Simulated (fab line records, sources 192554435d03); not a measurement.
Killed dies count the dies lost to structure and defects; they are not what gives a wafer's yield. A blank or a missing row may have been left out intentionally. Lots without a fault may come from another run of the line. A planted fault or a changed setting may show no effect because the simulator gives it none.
fab line records    flow n5-finfet    part 2 of 2: steps 20 to 27 of 27
record: lots: 5  wafers: 15  last-day: 15
route steps=1938 shown MOL_CONTACT_COAG@612 BEOL_M0_SAQP@632
lots with no fault: from the same line, run without faults
start-h: the number of hours between the record's first day and the start of the first shown wafer of the lot    wait-h: how many hours have passed since the lot's step before this one    " unchanged from the row above    L1.1+2: one row covering several wafers at once    - no value present, or no start provided    * or withheld: withheld    < > ~ a bound
route shown NAME@n: names a module that has steps shown in the file, with the first one's number in the route    usual: the fault-free wafers' mean and standard deviation    same: alike in all rows    chamber/n: place in a boat    sites: each site's reading    _std_site: how widely they spread, as a standard deviation    _edge_site: mean of outer sites minus mean of inner sites    radius-mm: for every site, how far away it sits from the centre of the wafer    mask NAME#n: copy n    behind: the tool/chamber that last shaped the wafer    hold: reason for holding the lot/hours on hold/outcome of the hold    device: which transistor (n, p or np) failed to switch    end of line: the route-end tests of the same wafers    where a step has no rows: the recipe by itself    killed: dies that structure and defects cost at the first sort, which is not the same as the wafer's yield    map: a wafer's dies, x killed, . not, _ none there
set.NAME: the setting as run; set.NAME@STEP: as run at that earlier step    model.NAME: the simulator's own value behind a step, which no gauge read
lots at some steps of the route; a table a step, a row a wafer
services: the hour from which a tool's chamber was out of use, counted from the record's first day as start-h (under 0 if before that day), plus the number of hours and why
== steps ==
step: N5_BEOL_M0_SAQP_PECVD_00
recipe: material: SiCN  target-thk-a: 80  temp-c: withheld  precursor: 3MS/NH3  pressure-torr: 3  rf-w: 202  time-s: 14
usual: showerhead-plenum-p-Torr: 3.659/0.012  throttle-valve-pct: 8.9/0.42
lot.wafer  tool      chamber  start-h  wait-h  showerhead-plenum-p-Torr  since-wet-clean-h  throttle-valve-pct
L074.2     pecvd-03  1        104.59   0.2     3.663                     1715               8.8
L074.4     "         0        "        "       3.660                     -                  8.7
L074.6     "         1        "        "       3.657                     -                  8.7
L078.4     pecvd-02  1        128.27   0.1     3.678                     -                  9.5
L078.5     "         0        "        "       3.640                     -                  9.7
L078.6     "         2        "        "       3.666                     -                  8.3
L084.2     pecvd-04  0        167.06   0.2     3.658                     690                8.8
L084.4     "         1        "        "       3.659                     -                  9.6
L084.6     "         0        "        "       3.649                     -                  8.7
L085.1     pecvd-02  1        181.10   0.2     3.680                     1610               9.4
L085.3     "         0        "        "       3.633                     885                9.2
L085.6     "         2        "        "       3.662                     -                  8.2
L089.2     pecvd-03  0        201.93   0.2     3.668                     1087               8.9
L089.5     "         0        "        "       3.660                     -                  9.1
L089.6     "         1        "        "       3.659                     -                  8.7
step: N5_BEOL_M0_SAQP_ILD_DEP_01
recipe: material: SiOC  target-thk-a: 454.19  temp-c: 350  precursor: DEMS/O2  pressure-torr: 5  rf-w: 500  time-s: 8.7
usual: heater-power-w: 450/46  showerhead-plenum-p-Torr: 5.687/0.014  throttle-valve-pct: 11.7/0.53
lot.wafer  tool      chamber  start-h  wait-h  heater-power-w  showerhead-plenum-p-Torr  since-wet-clean-h  throttle-valve-pct
L074.2     pecvd-03  1        104.61   0.0     387             5.691                     1715               11.4
L074.4     "         0        "        "       456             5.697                     -                  11.6
L074.6     "         1        "        "       378             5.691                     -                  11.6
L078.4     pecvd-02  1        128.30   0.0     492             5.689                     -                  11.9
L078.5     "         0        "        "       475             5.661                     -                  12.4
L078.6     "         2        "        "       440             5.695                     -                  11.0
L084.2     pecvd-04  0        167.09   0.0     469             5.680                     690                11.6
L084.4     "         1        "        "       441             5.683                     -                  12.7
L084.6     "         0        "        "       462             5.678                     -                  11.8
L085.1     pecvd-02  1        181.13   0.0     517             5.710                     1610               12.2
L085.3     "         0        "        "       389             5.673                     885                12.6
L085.6     "         2        "        "       412             5.687                     -                  11.0
L089.2     pecvd-03  0        201.96   0.0     496             5.700                     1087               11.6
L089.5     "         0        "        "       491             5.691                     -                  11.7
L089.6     "         1        "        "       360             5.686                     -                  11.3
step: N5_BEOL_M0_SAQP_HM_DEP_02
recipe: material: TiN  target-thk-a: 120  temp-c: 25  chamber-pressure-pa: 0.49996
usual: chamber-pressure-pa: 0.5000/0.001  throttle-valve-pct: 29.6/1
lot.wafer  tool            chamber  start-h  wait-h  chamber-pressure-pa  throttle-valve-pct
L074.2     pvd-sputter-01  -        105.61   1.0     0.5004               30.9
L074.4     "               -        "        "       0.5012               30.9
L074.6     "               -        "        "       0.4992               31.0
L078.4     pvd-sputter-02  -        128.79   0.5     0.4998               30.3
L078.5     "               -        "        "       0.4998               30.2
L078.6     "               -        "        "       0.5021               29.0
L084.2     pvd-sputter-02  -        167.83   0.7     0.5002               28.5
L084.4     "               -        "        "       0.5003               29.8
L084.6     "               -        "        "       0.4981               28.5
L085.1     pvd-sputter-02  -        181.30   0.2     0.4995               28.9
L085.3     "               -        "        "       0.4991               28.6
L085.6     "               -        "        "       0.5014               28.3
L089.2     pvd-sputter-01  -        203.63   1.7     0.4992               29.9
L089.5     "               -        "        "       0.4980               31.2
L089.6     "               -        "        "       0.5005               28.6
step: N5_BEOL_M0_SAQP_PECVD_03
recipe: material: SiCN  target-thk-a: 120  temp-c: withheld  precursor: 3MS/NH3  pressure-torr: 3  rf-w: 202  time-s: 21.1
usual: showerhead-plenum-p-Torr: 3.659/0.011  throttle-valve-pct: 9.0/0.43
lot.wafer  tool      chamber  start-h  wait-h  showerhead-plenum-p-Torr  since-wet-clean-h  throttle-valve-pct
L074.2     pecvd-02  0        105.73   0.1     3.640                     810                9.3
L074.4     "         1        "        "       3.670                     -                  9.4
L074.6     "         0        "        "       3.641                     -                  9.5
L078.4     pecvd-03  2        128.92   0.1     3.644                     -                  8.7
L078.5     "         0        "        "       3.666                     -                  8.9
L078.6     "         1        "        "       3.653                     -                  8.7
L084.2     pecvd-02  0        167.95   0.1     3.631                     872                9.5
L084.4     "         1        "        "       3.679                     -                  9.5
L084.6     "         0        "        "       3.637                     -                  9.2
L085.1     pecvd-03  0        181.42   0.1     3.666                     1067               8.5
L085.3     "         1        "        "       3.657                     -                  8.5
L085.6     "         1        "        "       3.671                     -                  8.8
L089.2     pecvd-03  1        203.75   0.1     3.660                     1814               8.8
L089.5     "         1        "        "       3.656                     -                  8.7
L089.6     "         0        "        "       3.666                     -                  9.1
step: N5_BEOL_M0_SAQP_PECVD_96
recipe: material: a-Si  target-thk-a: 450  temp-c: 350  precursor: SiH4/He  pressure-torr: 3  rf-w: 100  time-s: 45.2
usual: heater-power-w: 585/48  showerhead-plenum-p-Torr: 5.64/0.043  throttle-valve-pct: 17.9/0.86
lot.wafer  tool      chamber  start-h  wait-h  heater-power-w  showerhead-plenum-p-Torr  since-wet-clean-h  throttle-valve-pct
L074.2     pecvd-02  0        105.76   0.0     571             5.57                      810                18.9
L074.4     "         1        "        "       605             5.71                      -                  18.5
L074.6     "         0        "        "       574             5.56                      -                  18.7
L078.4     pecvd-03  2        128.96   0.0     589             5.60                      -                  17.3
L078.5     "         0        "        "       617             5.64                      -                  17.7
L078.6     "         1        "        "       490             5.64                      -                  17.3
L084.2     pecvd-02  0        167.98   0.0     568             5.56                      872                18.7
L084.4     "         1        "        "       567             5.70                      -                  18.5
L084.6     "         0        "        "       574             5.58                      -                  18.7
L085.1     pecvd-03  0        181.47   0.0     627             5.65                      1067               17.6
L085.3     "         1        "        "       534             5.64                      -                  17.3
L085.6     "         1        "        "       533             5.62                      -                  17.4
L089.2     pecvd-03  1        203.78   0.0     494             5.64                      1814               17.4
L089.5     "         1        "        "       513             5.65                      -                  17.7
L089.6     "         0        "        "       586             5.67                      -                  17.9
step: N5_BEOL_M0_SAQP_PECVD_97
recipe: material: SiNx  target-thk-a: 230  temp-c: 350  precursor: SiH4/NH3/N2  pressure-torr: 1.5  rf-w: 300  time-s: 19.9
usual: heater-power-w: 519/47  showerhead-plenum-p-Torr: 5.11/0.058  throttle-valve-pct: 39.5/1.9
lot.wafer  tool      chamber  start-h  wait-h  heater-power-w  showerhead-plenum-p-Torr  since-wet-clean-h  throttle-valve-pct
L074.2     pecvd-02  0        105.81   0.0     528             5.00                      810                41.3
L074.4     "         1        "        "       491             5.21                      -                  41.0
L074.6     "         0        "        "       544             4.99                      -                  41.4
L078.4     pecvd-03  2        129.00   0.0     554             5.05                      -                  38.3
L078.5     "         0        "        "       518             5.13                      -                  38.8
L078.6     "         1        "        "       435             5.10                      -                  38.0
L084.2     pecvd-02  0        168.03   0.0     525             5.00                      872                41.5
L084.4     "         1        "        "       578             5.21                      -                  41.1
L084.6     "         0        "        "       531             5.00                      -                  41.9
L085.1     pecvd-03  0        181.54   0.0     559             5.12                      1067               38.6
L085.3     "         1        "        "       461             5.09                      -                  38.5
L085.6     "         1        "        "       457             5.10                      -                  38.2
L089.2     pecvd-03  1        203.83   0.0     423             5.09                      1814               38.2
L089.5     "         1        "        "       413             5.11                      -                  38.1
L089.6     "         0        "        "       480             5.12                      -                  38.5
step: N5_BEOL_M0_SAQP_PECVD_04
recipe: material: a-Si  target-thk-a: 600  temp-c: 350  precursor: SiH4/He  pressure-torr: 3  rf-w: 100  time-s: 60.2
usual: heater-power-w: 584/55  showerhead-plenum-p-Torr: 5.64/0.043  throttle-valve-pct: 18.0/0.87
lot.wafer  tool      chamber  start-h  wait-h  heater-power-w  showerhead-plenum-p-Torr  since-wet-clean-h  throttle-valve-pct
L074.2     pecvd-02  0        105.85   0.0     568             5.58                      810                19.1
L074.4     "         1        "        "       621             5.71                      -                  18.7
L074.6     "         0        "        "       554             5.55                      -                  18.8
L078.4     pecvd-03  2        129.06   0.0     607             5.59                      -                  17.4
L078.5     "         0        "        "       594             5.66                      -                  17.9
L078.6     "         1        "        "       519             5.64                      -                  17.7
L084.2     pecvd-02  0        168.07   0.0     602             5.58                      872                18.9
L084.4     "         1        "        "       648             5.71                      -                  18.8
L084.6     "         0        "        "       602             5.57                      -                  18.6
L085.1     pecvd-03  0        181.60   0.0     577             5.64                      1067               17.5
L085.3     "         1        "        "       559             5.64                      -                  17.2
L085.6     "         1        "        "       540             5.65                      -                  17.4
L089.2     pecvd-03  1        203.87   0.0     503             5.64                      1814               16.9
L089.5     "         1        "        "       505             5.64                      -                  17.4
L089.6     "         0        "        "       645             5.65                      -                  17.5
step: N5_BEOL_M0_SAQP_THK_MEAS_05
usual: thk-nm: 60.0/0.75
lot.wafer  tool           chamber  start-h  wait-h  thk-nm
L074.2     film-metro-01  -        105.95   0.1     59.0
L074.4     "              -        "        "       59.9
L074.6     "              -        "        "       59.5
L078.4     film-metro-01  -        129.12   0.0     60.6
L078.5     "              -        "        "       59.8
L078.6     "              -        "        "       59.4
L084.2     film-metro-02  -        168.16   0.1     58.7
L084.4     "              -        "        "       60.1
L084.6     "              -        "        "       59.4
L085.1     film-metro-01  -        181.72   0.1     59.6
L085.3     "              -        "        "       60.1
L085.6     "              -        "        "       59.1
L089.2     film-metro-01  -        203.96   0.1     59.6
L089.5     "              -        "        "       60.4
L089.6     "              -        "        "       60.2
== services ==
tool          chamber  start-h  hours  kind
cmp-01        -        82.45    2.5    repair
cmp-03        -        85.83    1.8    repair
wet-bench-01  -        86.46    1.7    repair
rie-diel-03   3        90.78    8.7    repair
pecvd-02      0        92.22    3.7    repair
cvd-w-01      1        92.31    58.0   repair
pecvd-04      -        112.14   0.4    repair
rie-diel-03   2        120.65   6.2    repair
rie-diel-01   1        121.10   5.2    repair
cmp-03        -        125.52   2.4    repair
pecvd-02      1        133.74   5.5    scheduled-down
pecvd-04      -        140.80   0.6    repair
rie-diel-03   0        155.80   6.7    repair
cmp-04        -        166.09   6.3    pm
cmp-03        -        166.54   26.7   pm
pecvd-03      2        166.60   19.3   repair
rie-diel-04   3        168.49   -      clean
rie-diel-04   3        168.49   -      consumable-replace:focus-ring
pecvd-04      -        172.05   0.9    repair
cmp-04        -        174.50   1.8    repair
rie-diel-03   1        180.59   -      clean
rie-diel-03   1        180.59   -      consumable-replace:focus-ring
rie-diel-03   1        180.59   22.5   scheduled-down
rie-diel-03   1        180.59   22.5   vent-cycle
